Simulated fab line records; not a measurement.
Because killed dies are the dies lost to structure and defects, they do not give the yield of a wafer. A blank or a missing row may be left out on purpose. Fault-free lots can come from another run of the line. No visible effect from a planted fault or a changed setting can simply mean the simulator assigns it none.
fab line records    flow nand-harc
record: lots: 7  wafers: 20  last-day: 25
route steps=1159 shown A_SLIT@787
lots that met no fault: from a run of the same line without faults
start-h: hours from the record's first day to the start of the lot's first wafer shown    wait-h: how many hours have passed since the lot's step before this one    " repeats the value in the row above    L1.1+2: several wafers, shown together as one row    - value missing, or start not given    * or withheld: withheld    < > ~ a bound
route shown NAME@n: names a module that has steps shown in the file, with the first one's number in the route    usual: the fault-free wafers' mean and standard deviation    same: alike in all rows    chamber/n: place in a boat    sites: each site's reading    _std_site: the values' standard deviation    _edge_site: outer sites' mean less inner sites'    radius-mm: how far each site lies from the wafer's centre    mask NAME#n: copy n    behind: the most recent tool/chamber to have shaped the wafer    hold: why the lot was held/for how many hours/how that ended    device: the n, p or np transistor that did not switch    end of line: the route-end tests of the same wafers    step lacking rows: just its recipe    killed: not the wafer's yield, but the dies lost to structure and defects at the first sort    map: dies across one wafer; x = killed, . = not, _ = none there
set.NAME: the setting that was run; set.NAME@STEP: the one run at that earlier step    model.NAME: the simulator's own value behind a step, which no gauge read
certain route steps with their lots: each step a table, each wafer a row
services: from which hour (start-h, from the record's first day; less than 0 if before it) a tool's chamber was out of use, for how many hours, and why
== steps ==
step: NHARC_A_SLIT_EXPOSE_06
recipe: na: 1.35  dose-mj: 60.82  mask-id: SLIT
step: NHARC_A_SLIT_PEB_07
recipe: peb-temp-c: 100  peb-time-s: 65
step: NHARC_A_SLIT_DEVELOP_08
recipe: develop-time-s: 35  dev-temp-c: 23
step: NHARC_A_SLIT_CD_MEAS_09
recipe: target-cd-nm: 300  landing-energy-ev: 500
usual: cd-nm: 299.9/0.47
lot.wafer  tool       chamber  start-h  wait-h  cd-nm
L607.1     cd-sem-01  0        373.89   -       300.3
L607.5     "          0        "        "       300.0
L607.6     "          0        "        "       300.0
L606.1     cd-sem-01  0        374.91   -       300.2
L606.2     "          0        "        "       299.7
L606.4     "          0        "        "       300.3
L609.1     cd-sem-02  0        396.46   -       299.2
L609.3     "          0        "        "       298.7
L609.5     "          0        "        "       299.7
L611.1     cd-sem-01  0        396.76   -       299.8
L611.3     "          0        "        "       300.2
L611.5     "          0        "        "       300.1
L610.1     cd-sem-03  0        398.42   -       300.3
L610.4     "          0        "        "       299.9
L610.5     "          0        "        "       300.0
L612.3     cd-sem-01  0        416.90   -       300.6
L612.6     "          0        "        "       299.8
L620.1     cd-sem-02  0        470.44   -       299.8
L620.4     "          0        "        "       300.6
L620.5     "          0        "        "       300.5
step: NHARC_A_SLIT_OVL_MEAS_10
usual: overlay-x-nm: 0.0/0.85  overlay-y-nm: -0.5/1
lot.wafer  tool        chamber  start-h  wait-h  overlay-x-nm  overlay-y-nm
L607.1     overlay-01  -        373.98   -       0.1           -1.1
L607.5     "           -        "        "       0.6           -1.3
L607.6     "           -        "        "       0.2           -1.1
L606.1     overlay-01  -        375.00   -       0.6           -0.2
L606.2     "           -        "        "       0.1           -0.5
L606.4     "           -        "        "       -0.1          -0.6
L609.1     overlay-01  -        396.54   -       -0.2          -1.0
L609.3     "           -        "        "       0.3           -1.1
L609.5     "           -        "        "       -0.1          -1.4
L611.1     overlay-02  -        396.85   -       0.6           0.4
L611.3     "           -        "        "       0.5           0.2
L611.5     "           -        "        "       0.8           0.5
L610.1     overlay-02  -        398.51   -       1.3           -1.0
L610.4     "           -        "        "       1.0           -1.3
L610.5     "           -        "        "       1.1           -1.2
L612.3     overlay-01  -        416.98   -       0.5           -1.1
L612.6     "           -        "        "       -0.2          -0.7
L620.1     overlay-01  -        470.53   -       -1.5          -0.4
L620.4     "           -        "        "       -1.4          -1.4
L620.5     "           -        "        "       -1.8          -0.9
step: NHARC_A_SLIT_INSPECT_11
usual: raw-defect-count: 21/8
lot.wafer  tool               chamber  start-h  wait-h  raw-defect-count
L607.1     defect-inspect-02  -        374.02   0.0     31
L607.5     "                  -        "        "       32
L607.6     "                  -        "        "       23
L606.1     defect-inspect-01  -        375.04   0.0     15
L606.2     "                  -        "        "       11
L606.4     "                  -        "        "       10
L609.1     defect-inspect-01  -        396.58   0.0     27
L609.3     "                  -        "        "       22
L609.5     "                  -        "        "       25
L611.1     defect-inspect-02  -        396.89   0.0     15
L611.3     "                  -        "        "       14
L611.5     "                  -        "        "       14
L610.1     defect-inspect-01  -        398.54   0.0     29
L610.4     "                  -        "        "       36
L610.5     "                  -        "        "       22
L612.3     defect-inspect-01  -        417.02   0.0     31
L612.6     "                  -        "        "       28
L620.1     defect-inspect-01  -        470.57   0.0     17
L620.4     "                  -        "        "       17
L620.5     "                  -        "        "       16
step: NHARC_A_SLIT_DESCUM_14
recipe: time-s: 3  o2-flow-sccm: 200  ar-flow-sccm: 0  bias-power-w: 0  chemistry: O2
usual: drypump-motor-current-A: 5.8/0.38  oes-product-au: 1.004/0.0097  rf-vpp-V: 57.6/0.98  showerhead-plenum-p-Torr: 1.89/0.081  throttle-valve-pct: 11.311/0.0094
lot.wafer  tool         chamber  start-h  wait-h  drypump-motor-current-A  oes-product-au  rf-hours-counter-h  rf-vpp-V  showerhead-plenum-p-Torr  throttle-valve-pct
L607.1     rie-diel-09  2        374.12   0.1     5.7                      0.999           8                   59.4      1.89                      11.312
L607.6     "            3        "        "       6.0                      1.001           -                   58.2      1.87                      11.327
L607.5     "            0        "        "       6.2                      1.017           -                   57.2      1.86                      11.311
L606.4     rie-diel-10  2        375.10   0.1     5.3                      1.017           1                   59.6      2.00                      11.313
L606.1     "            3        "        "       6.1                      0.992           1                   57.8      1.78                      11.307
L606.2     "            1        "        "       5.7                      1.013           1                   58.7      2.01                      11.303
L609.3     rie-diel-10  0        396.66   0.1     6.3                      1.012           3                   58.5      2.02                      11.312
L609.1     "            1        "        "       5.6                      1.011           3                   57.1      2.01                      11.296
L609.5     "            3        "        "       6.1                      1.003           -                   58.9      1.78                      11.303
L611.1     rie-diel-07  3        396.96   0.1     5.8                      0.995           9                   58.4      1.87                      11.298
L611.3     "            0        "        "       5.7                      0.992           10                  56.3      1.79                      11.323
L611.5     "            3        "        "       5.7                      0.993           -                   56.0      1.87                      11.317
L610.4     rie-diel-09  1        398.61   0.1     6.4                      1.005           9                   57.1      1.80                      11.306
L610.1     "            2        "        "       5.7                      1.012           9                   56.4      1.89                      11.301
L610.5     "            1        "        "       6.5                      1.013           -                   55.7      1.80                      11.307
L612.3     rie-diel-10  0        417.10   0.1     6.2                      0.999           4                   58.4      2.02                      11.300
L612.6     "            3        "        "       6.1                      1.002           -                   57.8      1.78                      11.323
L620.4     rie-diel-10  3        470.63   0.1     6.2                      1.003           7                   56.5      1.78                      11.292
L620.1     "            2        "        "       5.3                      1.008           7                   58.7      2.00                      11.320
L620.5     "            3        "        "       6.1                      0.997           -                   58.3      1.78                      11.310
step: NHARC_A_SLIT_ETCH_24
recipe: target-depth-a: 1210  time-s: 60.5  cf4-flow-sccm: 100  chf3-flow-sccm: 30  ar-flow-sccm: 0  rf-w: 500  bias-w: 200  chemistry: CF4/CHF3
usual: chf3-flow-sccm: 29.99/0.1  drypump-motor-current-A: 5.8/0.36  oes-product-au: 0.968/0.015  rf-vpp-V: 370.0/2.2  showerhead-plenum-p-Torr: 1.56/0.064  throttle-valve-pct: 16.802/0.0094
lot.wafer  tool         chamber  start-h  wait-h  chf3-flow-sccm  drypump-motor-current-A  oes-product-au  rf-hours-counter-h  rf-vpp-V  showerhead-plenum-p-Torr  throttle-valve-pct
L607.1     rie-diel-09  2        374.18   0.1     29.90           5.7                      0.974           8                   369.9     1.56                      16.786
L607.6     "            2        "        "       30.01           5.7                      0.981           -                   370.2     1.56                      16.797
L607.5     "            3        "        "       30.01           5.9                      0.970           -                   369.8     1.54                      16.786
L606.2     rie-diel-10  0        375.19   0.1     29.85           6.2                      0.973           2                   372.2     1.66                      16.799
L606.1     "            2        "        "       29.76           5.3                      0.968           1                   371.2     1.64                      16.804
L606.4     "            3        "        "       29.96           6.1                      0.966           1                   367.2     1.47                      16.807
L609.3     rie-diel-10  1        396.73   0.1     30.04           5.7                      0.983           3                   372.2     1.65                      16.789
L609.1     "            0        "        "       29.96           6.2                      0.961           3                   371.2     1.66                      16.796
L609.5     "            2        "        "       30.13           5.3                      0.960           -                   372.2     1.64                      16.796
L611.3     rie-diel-07  2        397.03   0.1     29.74           5.2                      0.963           11                  367.2     1.51                      16.820
L611.1     "            3        "        "       29.97           5.7                      0.947           9                   369.3     1.54                      16.800
L611.5     "            2        "        "       29.93           5.2                      0.958           -                   368.3     1.51                      16.816
L610.4     rie-diel-09  1        398.70   0.1     29.94           6.4                      0.979           9                   366.4     1.48                      16.813
L610.1     "            2        "        "       30.05           5.7                      0.983           9                   370.1     1.56                      16.804
L610.5     "            1        "        "       29.95           6.4                      0.977           -                   368.5     1.48                      16.795
L612.3     rie-diel-10  3        417.18   0.1     30.00           6.2                      0.967           4                   365.0     1.47                      16.804
L612.6     "            1        "        "       29.99           5.7                      0.984           -                   372.5     1.65                      16.809
L620.4     rie-diel-10  1        470.71   0.1     30.04           5.7                      0.990           8                   374.3     1.65                      16.812
L620.1     "            3        "        "       29.89           6.2                      0.967           7                   365.5     1.47                      16.804
L620.5     "            2        "        "       30.11           5.3                      0.999           -                   372.3     1.64                      16.812
step: NHARC_A_SLIT_ETCH_15
recipe: target-depth-a: 32000  over-etch-frac: 0.3  time-s: 832  ion-energy-ev: 150  o2-flow-sccm: 400  cos-flow-sccm: 20  ar-flow-sccm: 0  rf-w: 500  bias-w: 300  chemistry: O2/COS
step: NHARC_A_SLIT_ETCH_17
recipe: bias-v: 900  source-w: withheld  pressure-mtorr: 20  ar-flow-sccm: 375  c4f8-flow-sccm: 83.3  o2-flow-sccm: 41.7  time-s: 1687.5  target-depth-a: 1.01e+05  chemistry: C4F8/O2/Ar
usual: drypump-motor-current-A: 5.77/0.08  showerhead-plenum-p-Torr: 3.72/0.1  throttle-valve-pct: 32.046/0.0096
lot.wafer  tool         chamber  start-h  wait-h  drypump-motor-current-A  rf-hours-counter-h  showerhead-plenum-p-Torr  throttle-valve-pct
L607.1     har-etch-01  1        376.81   -       5.80                     28                  3.79                      32.040
L607.5     "            1        "        "       5.81                     -                   3.79                      32.055
L607.6     "            0        "        "       5.65                     -                   3.79                      32.049
L606.1     har-etch-02  0        379.86   -       5.88                     197                 3.54                      32.039
L606.2     "            1        "        "       5.74                     197                 3.77                      32.042
L606.4     "            1        "        "       5.74                     -                   3.77                      32.040
L609.1     har-etch-01  1        397.65   -       5.79                     33                  3.78                      32.045
L609.3     "            1        "        "       5.82                     -                   3.78                      32.058
L609.5     "            1        "        "       5.82                     -                   3.78                      32.038
L611.1     har-etch-01  1        399.31   -       5.82                     34                  3.78                      32.037
L611.3     "            1        "        "       5.80                     -                   3.78                      32.040
L611.5     "            1        "        "       5.80                     -                   3.78                      32.052
L610.1     har-etch-02  0        399.61   -       5.87                     204                 3.54                      32.044
L610.4     "            0        "        "       5.89                     -                   3.54                      32.039
L610.5     "            0        "        "       5.88                     -                   3.54                      32.048
L612.3     har-etch-01  1        418.60   -       5.81                     -                   3.78                      32.044
L612.6     "            0        "        "       5.66                     -                   3.78                      32.068
L620.1     har-etch-01  1        471.63   -       5.79                     68                  3.76                      32.061
L620.4     "            1        "        "       5.81                     -                   3.76                      32.047
L620.5     "            1        "        "       5.79                     -                   3.76                      32.040
step: NHARC_A_SLIT_ETCH_26
recipe: bias-v: 400  source-w: 2000  pressure-mtorr: 25  time-s: 90  ar-flow-sccm: 375  c4f8-flow-sccm: 41.7  o2-flow-sccm: 83.3  target-depth-a: 4000  chemistry: C4F8/O2/Ar
usual: drypump-motor-current-A: 5.77/0.08  showerhead-plenum-p-Torr: 3.76/0.1  throttle-valve-pct: 27.619/0.0096
lot.wafer  tool         chamber  start-h  wait-h  drypump-motor-current-A  rf-hours-counter-h  showerhead-plenum-p-Torr  throttle-valve-pct
L607.1     har-etch-01  1        378.30   1.2     5.83                     29                  3.82                      27.619
L607.5     "            1        "        "       5.83                     -                   3.82                      27.629
L607.6     "            0        "        "       5.69                     -                   3.82                      27.615
L606.1     har-etch-02  0        381.38   1.3     5.87                     199                 3.57                      27.623
L606.2     "            1        "        "       5.74                     199                 3.80                      27.616
L606.4     "            1        "        "       5.74                     -                   3.80                      27.625
L609.1     har-etch-01  1        398.91   1.0     5.80                     34                  3.82                      27.616
L609.3     "            1        "        "       5.82                     -                   3.82                      27.603
L609.5     "            1        "        "       5.81                     -                   3.82                      27.609
L611.1     har-etch-01  1        400.57   1.0     5.82                     35                  3.82                      27.612
L611.3     "            1        "        "       5.84                     -                   3.82                      27.639
L611.5     "            1        "        "       5.81                     -                   3.82                      27.624
L610.1     har-etch-02  0        400.87   1.0     5.85                     206                 3.57                      27.622
L610.4     "            0        "        "       5.87                     -                   3.57                      27.634
L610.5     "            0        "        "       5.85                     -                   3.57                      27.610
L612.3     har-etch-01  1        419.44   0.6     5.80                     -                   3.81                      27.618
L612.6     "            0        "        "       5.64                     -                   3.81                      27.607
L620.1     har-etch-01  1        472.89   1.0     5.84                     69                  3.80                      27.619
L620.4     "            1        "        "       5.80                     -                   3.80                      27.625
L620.5     "            1        "        "       5.83                     -                   3.80                      27.633
step: NHARC_A_SLIT_STRIP_28
recipe: o2-flow-sccm: 400  cos-flow-sccm: 20  ar-flow-sccm: 0  bias-w: 0  chemistry: O2/COS
step: NHARC_A_SLIT_ETCH_29
recipe: target-depth-a: 1000  overetch-a: 100  time-s: 55  ion-energy-ev: 100  cf4-flow-sccm: 80  o2-flow-sccm: 20  ar-flow-sccm: 0  rf-w: 300  bias-w: 100  chemistry: CF4/O2
usual: drypump-motor-current-A: 5.8/0.38  oes-product-au: 1.002/0.012  rf-vpp-V: 197.5/1.5  showerhead-plenum-p-Torr: 1.32/0.06  throttle-valve-pct: 13.398/0.0097
lot.wafer  tool         chamber  start-h  wait-h  drypump-motor-current-A  oes-product-au  rf-hours-counter-h  rf-vpp-V  showerhead-plenum-p-Torr  throttle-valve-pct
L607.1     rie-diel-07  1        378.92   0.1     5.7                      0.980           9                   196.4     1.33                      13.392
L607.6     "            1        "        "       5.6                      0.983           -                   198.2     1.33                      13.409
L607.5     "            2        "        "       5.1                      1.007           -                   196.6     1.28                      13.383
L606.1     rie-diel-09  0        381.99   0.1     6.2                      1.033           8                   196.7     1.30                      13.398
L606.4     "            1        "        "       6.5                      1.008           8                   195.3     1.26                      13.400
L606.2     "            3        "        "       5.9                      1.015           8                   196.8     1.30                      13.401
L609.3     rie-diel-07  2        399.50   0.1     5.1                      0.941           12                  197.4     1.28                      13.391
L609.1     "            3        "        "       5.7                      0.994           10                  196.6     1.31                      13.410
L609.5     "            0        "        "       5.7                      0.993           -                   196.2     1.25                      13.382
L611.3     rie-diel-07  3        401.16   0.1     5.7                      0.924           10                  196.7     1.31                      13.395
L611.1     "            0        "        "       5.7                      0.997           10                  196.0     1.25                      13.382
L611.5     "            2        "        "       5.1                      1.000           -                   196.4     1.28                      13.402
L610.4     rie-diel-09  3        401.45   0.1     5.9                      1.005           10                  198.0     1.30                      13.398
L610.1     "            1        "        "       6.5                      1.011           9                   197.5     1.26                      13.385
L610.5     "            0        "        "       6.2                      1.020           -                   196.6     1.30                      13.401
L612.3     rie-diel-07  0        419.97   0.1     5.7                      0.940           0                   195.3     1.25                      13.395
L612.6     "            2        "        "       5.1                      0.942           -                   196.5     1.28                      13.406
L620.4     rie-diel-09  0        473.49   0.1     6.2                      1.008           2                   197.0     1.30                      13.400
L620.1     "            3        "        "       5.9                      0.986           2                   197.0     1.30                      13.388
L620.5     "            0        "        "       6.2                      1.016           -                   198.0     1.30                      13.402
step: NHARC_A_SLIT_STRIP_18
recipe: o2-flow-sccm: 500  ar-flow-sccm: 0  bias-w: 0  chemistry: O2
usual: drypump-motor-current-A: 5.8/0.39  oes-product-au: 1.002/0.012  rf-vpp-V: 57.7/0.77  showerhead-plenum-p-Torr: 3.50/0.15  throttle-valve-pct: 17.036/0.009
lot.wafer  tool         chamber  start-h  wait-h  drypump-motor-current-A  oes-product-au  rf-hours-counter-h  rf-vpp-V  showerhead-plenum-p-Torr  throttle-valve-pct
L607.1     rie-diel-07  1        -        -       5.7                      0.980           9                   58.8      3.51                      17.039
L607.5     "            1        "        "       5.7                      0.985           -                   58.1      3.51                      17.027
L607.6     "            2        "        "       5.1                      1.001           -                   56.4      3.38                      17.046
L606.4     rie-diel-09  2        -        -       5.8                      1.003           8                   58.1      3.49                      17.028
L606.1     "            3        "        "       6.0                      0.999           9                   57.0      3.44                      17.043
L606.2     "            0        "        "       6.2                      1.027           8                   57.4      3.44                      17.033
L609.3     rie-diel-07  3        -        -       5.8                      0.988           10                  58.5      3.46                      17.044
L609.1     "            1        "        "       5.7                      0.979           11                  58.4      3.51                      17.046
L609.5     "            3        "        "       5.7                      1.001           -                   57.2      3.46                      17.028
L611.1     rie-diel-07  1        -        -       5.7                      0.986           11                  58.0      3.51                      17.042
L611.3     "            2        "        "       5.1                      1.010           12                  57.9      3.38                      17.033
L611.5     "            1        "        "       5.7                      0.998           -                   57.8      3.50                      17.055
L610.1     rie-diel-09  3        -        -       5.9                      1.003           10                  56.9      3.44                      17.020
L610.4     "            1        "        "       6.5                      0.999           10                  56.9      3.33                      17.033
L610.5     "            3        "        "       5.9                      1.000           -                   56.6      3.45                      17.037
L612.3     rie-diel-07  2        -        -       5.2                      1.021           0                   59.2      3.38                      17.021
L612.6     "            1        "        "       5.7                      0.995           -                   59.3      3.50                      17.040
L620.1     rie-diel-09  3        -        -       6.0                      0.974           2                   56.6      3.44                      17.032
L620.4     "            0        "        "       6.2                      1.006           2                   57.7      3.44                      17.031
L620.5     "            1        "        "       6.4                      0.999           -                   56.5      3.33                      17.039
== services ==
tool         chamber  start-h  hours  kind
rie-diel-10  -        353.50   9.0    pm
rie-diel-09  0        361.57   -      clean
rie-diel-09  1        361.57   -      clean
rie-diel-09  2        361.57   -      clean
rie-diel-09  3        361.57   -      clean
rie-diel-09  0        386.07   -      clean
rie-diel-09  1        386.07   -      clean
rie-diel-09  2        386.07   -      clean
rie-diel-09  3        386.07   -      clean
rie-diel-07  -        391.30   0.3    repair
rie-diel-07  -        405.20   9.0    pm
rie-diel-09  0        410.57   -      clean
rie-diel-09  1        410.57   -      clean
rie-diel-09  2        410.57   -      clean
rie-diel-09  3        410.57   -      clean
rie-diel-09  -        431.22   9.0    pm
rie-diel-09  0        431.22   9.0    vent-cycle
rie-diel-09  1        431.22   9.0    vent-cycle
rie-diel-09  2        431.22   9.0    vent-cycle
rie-diel-09  3        431.22   9.0    vent-cycle
rie-diel-09  0        440.22   -      clean
rie-diel-09  1        440.22   -      clean
rie-diel-09  1        449.61   6.1    repair
rie-diel-07  0        468.42   3.9    repair
== key ==
first-sign: step: NHARC_A_SLIT_ETCH_29  reading: oes-product-au  direction: down  sigmas: 5.5  usual: 1.002  struck: 0.937
effect none on later readings
met-at NHARC_A_SLIT_ETCH_29
struck-wafers L609.3,L611.3,L612.3,L612.6
later-rows-left-out L609.3,L611.3,L612.3,L612.6
sort-left-out L609.3,L611.3,L612.3,L612.6
tester-left-out L609,L611,L612
onset-between 378.92 399.50
fault: kind: process-parameter-drift  tool: rie-diel-07  chamber: -  onset-h: 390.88  steps: NHARC_A_SLIT_ETCH_29  channel: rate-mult  offset: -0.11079  shape: step  end-h: 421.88  scope: struck-wafers-only
tester-left-out: of these lots the tester's yield and bins aren't shown, on N5 and GAA mostly nor the transistor test; their killed dies are dies lost to structure and defects alone, not to doping, threshold or leakage, so they don't give the yield
sort-left-out: the simulated sort isn't trusted on such a fault, so these wafers' sort isn't shown, and their yield isn't known
later-rows-left-out: the simulator's readings of these wafers behind a module that went badly wrong aren't trusted and aren't shown, but for the sort
